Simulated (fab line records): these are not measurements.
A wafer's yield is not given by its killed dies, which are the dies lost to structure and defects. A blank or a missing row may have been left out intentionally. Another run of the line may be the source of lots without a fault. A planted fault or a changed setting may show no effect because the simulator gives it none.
Split-lot experiment    flow n5Finfet    on a route of 1938 steps: 7 lots, 21 wafers read

## THE SPLIT ITSELF
At N5_BEOL_M2_TRENCH_ETCH_37 (etches SiOC in C4F6/O2, target depth 55.555 nm, time 29.2 s), the setting timeS was moved away from the recipe's 29.2 s on 6 of the 21 wafers read, by -11.3% to +18.2%. This setting was run at the recipe's value on the other wafers.

## FROM THE SPLIT TO THE READING: what the file shows between them, 13 steps
- N5_BEOL_M2_ETCH_41: etches SiCN in CH3F/O2, target depth 29.9 nm, time 52.5 s
- N5_BEOL_M2_STRIP_97: strips in N2/H2, time 10 s
- N5_BEOL_M2_OCD_MEAS_38
- N5_BEOL_M2_HM_STRIP_39: strips TiN in peroxide tin strip, target depth 25 nm, time 158 s
- N5_BEOL_M2_SRD_40: time 30 s
- N5_BEOL_M2_ECD_50: material Cu, target thk 300 nm
- N5_BEOL_M2_ANNEAL_51: time 90 s
- N5_BEOL_M2_CMP_52: polishes, stops on SiOC, t overpolish 6.8 s, target thk 40 nm
- N5_BEOL_M2_THK_MEAS_53: measures by xrf
- N5_BEOL_M2_PRE_CLEAN_60: time 15 s
- N5_BEOL_M2_CO_CAP_55: material Co, precursor CCTBA/H2, target thk 2 nm, time 102.1 s
- N5_BEOL_M2_PRE_CLEAN_56: time 15 s
- N5_BEOL_M2_DEP_57: deposits SiCN from 3MS/NH3, target thk 8 nm, time 14 s

## THE READING
M2_RS in ohm/sq, measured at N5_BEOL_M2_RS_MEAS_58 by four-point-probe. Typical for fault-free wafers on this fab line: 0.67 ohm/sq, with standard deviation 0.034 ohm/sq.

wafer   tool, chamber at the split  timeS as run, s  against the recipe  M2_RS, ohm/sq  against lot-mates on the recipe
L078.1  rieDiel-02, 2               25.9             -11.3%              0.79           +0.09
L078.2  rieDiel-02, 3               29.2             recipe              0.68           -
L078.4  rieDiel-02, 0               29.2             recipe              0.72           -
L079.4  rieDiel-03, 0               34.14            +16.9%              0.53           -0.16
L079.5  rieDiel-03, 0               29.2             recipe              0.66           -
L079.6  rieDiel-03, 1               29.2             recipe              0.71           -
L080.2  rieDiel-03, 2               34.5             +18.2%              0.54           -0.18
L080.3  rieDiel-03, 1               34.5             +18.2%              0.53           -0.19
L080.5  rieDiel-03, 2               29.2             recipe              0.72           -
L081.1  rieDiel-03, 1               29.2             recipe              0.68           -
L081.2  rieDiel-03, 0               29.2             recipe              0.68           -
L081.3  rieDiel-03, 3               29.2             recipe              0.65           -
L083.2  rieDiel-02, 1               29.2             recipe              0.69           -
L083.3  rieDiel-02, 2               31.19            +6.8%               0.53           -0.16
L083.4  rieDiel-02, 0               31.19            +6.8%               0.62           -0.07
L084.1  rieDiel-03, 0               29.2             recipe              0.67           -
L084.2  rieDiel-03, 3               29.2             recipe              0.68           -
L084.4  rieDiel-03, 1               29.2             recipe              0.67           -
L095.2  rieDiel-03, 0               29.2             recipe              0.65           -
L095.3  rieDiel-03, 2               29.2             recipe              0.70           -
L095.5  rieDiel-03, 1               29.2             recipe              0.69           -

THE FIT
A straight line over all 21 wafers: M2_RS changes by -0.00901 ohm/sq for each +1% of timeS; r = -0.92; the points scatter about the line by 0.029 ohm/sq.
The same after taking each lot's own level away (the mean of its wafers on the recipe; 21 wafers): -0.00998 ohm/sq for each +1%; r = -0.94; scatter 0.026 ohm/sq.
That fit puts the effect of the largest move of timeS on the reading at 0.18 ohm/sq.
Across the lots, their own levels run from 0.670 to 0.720 ohm/sq, a range of 1.5 times the standard deviation given above.
The two slopes agree, so the slope changes little with the lot-to-lot level.
Check: with one of the wafers moved furthest among these (+18.2%) left out of the fit, the line predicts -0.189 ohm/sq for it against its lot-mates. Against them it came out at -0.18 ohm/sq.

## THE WHOLE CHAIN: every reading that the file lists as answering this split, in the file's order
step                       what it does                                                   reading                                                                      change (the file's fit)                r (the file's)
N5_BEOL_M2_TRENCH_ETCH_37  etches SiOC in C4F6/O2, target depth 55.555 nm, time 29.2 s    etch.depthNm (the simulator's own value, which no gauge read)                +0.541 nm for each +1% of the setting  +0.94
N5_BEOL_M2_TRENCH_ETCH_37  etches SiOC in C4F6/O2, target depth 55.555 nm, time 29.2 s    BEOL_M2.featureDepthNm (the simulator's own value, which no gauge read)      +0.536 nm for each +1% of the setting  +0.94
N5_BEOL_M2_OCD_MEAS_38                                                                    trenchDepthNm                                                                +0.534 nm for each +1% of the setting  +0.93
N5_BEOL_M2_CMP_52          polishes, stops on SiOC, t overpolish 6.8 s, target thk 40 nm  Cu_of_BEOL_M2_ECD_50.thkNm (the simulator's own value, which no gauge read)  +0.519 nm for each +1% of the setting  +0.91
N5_BEOL_M2_THK_MEAS_53     measures by xrf                                                M2_THK                                                                       +0.522 for each +1% of the setting     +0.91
N5_BEOL_M2_RS_MEAS_58      measures by four-point-probe                                   M2_RS                                                                        -0.00984 for each +1% of the setting   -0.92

## THE FILE'S OWN FIT
M2_RS changes by -0.00984 ohm/sq for each +1% of timeS, r = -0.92.
